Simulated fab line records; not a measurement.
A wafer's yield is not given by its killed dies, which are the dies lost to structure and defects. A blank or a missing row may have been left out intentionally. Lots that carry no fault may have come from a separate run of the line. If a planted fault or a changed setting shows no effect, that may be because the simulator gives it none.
Chamber matching    flow n5Finfet    N5_BEOL_M1_ETCH_74 on rieDiel-01 has 4 sister chambers
The step etches underlayer in N2/H2, target depth 6.5 nm, time 5.2 s. 4 wafers are shown with their chamber, then 8 later ones without.

WAFERS WITH THEIR CHAMBER
wafer   chamber  drypumpMotorCurrentA (A)
L093.2  0        5.65
L093.3  3        5.54
L093.4  2        5.64
L094.2  1        6.27

WAFERS MISSING THEIR CHAMBER
wafer   drypumpMotorCurrentA (A)
L094.3  5.62
L094.4  5.70
L095.1  5.63
L095.4  5.68
L095.5  6.19
L096.1  5.63
L096.2  6.22
L096.4  5.56

WHICH CHAMBER EACH ONE RAN IN
wafer   from the rows above           in truth
L094.3  can't be placed: 2 or 0 or 3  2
L094.4  can't be placed: 0 or 2       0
L095.1  can't be placed: 2 or 0 or 3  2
L095.4  can't be placed: 0 or 2       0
L095.5  1                             1
L096.1  can't be placed: 2 or 0 or 3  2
L096.2  1                             1
L096.4  can't be placed: 3 or 2 or 0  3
2 of 8 placed correctly. Can't be placed from these rows: 6 (the true chamber is among the candidates in 6). 0 placed wrongly.
How it was worked out, from the rows above alone: a wafer's distance from a chamber is the root of the sum, over the readings, of the square of ((its reading less the chamber's mean) divided by the reading's scatter). The wafer belongs to the nearest chamber; if the next one is less than 2 further off, it can't be placed. Each chamber's mean is taken over the wafers shown for it. The scatter (one wafer shown for each chamber): square how far every hidden wafer sits from the nearest shown wafer, average those squares and take the square root.
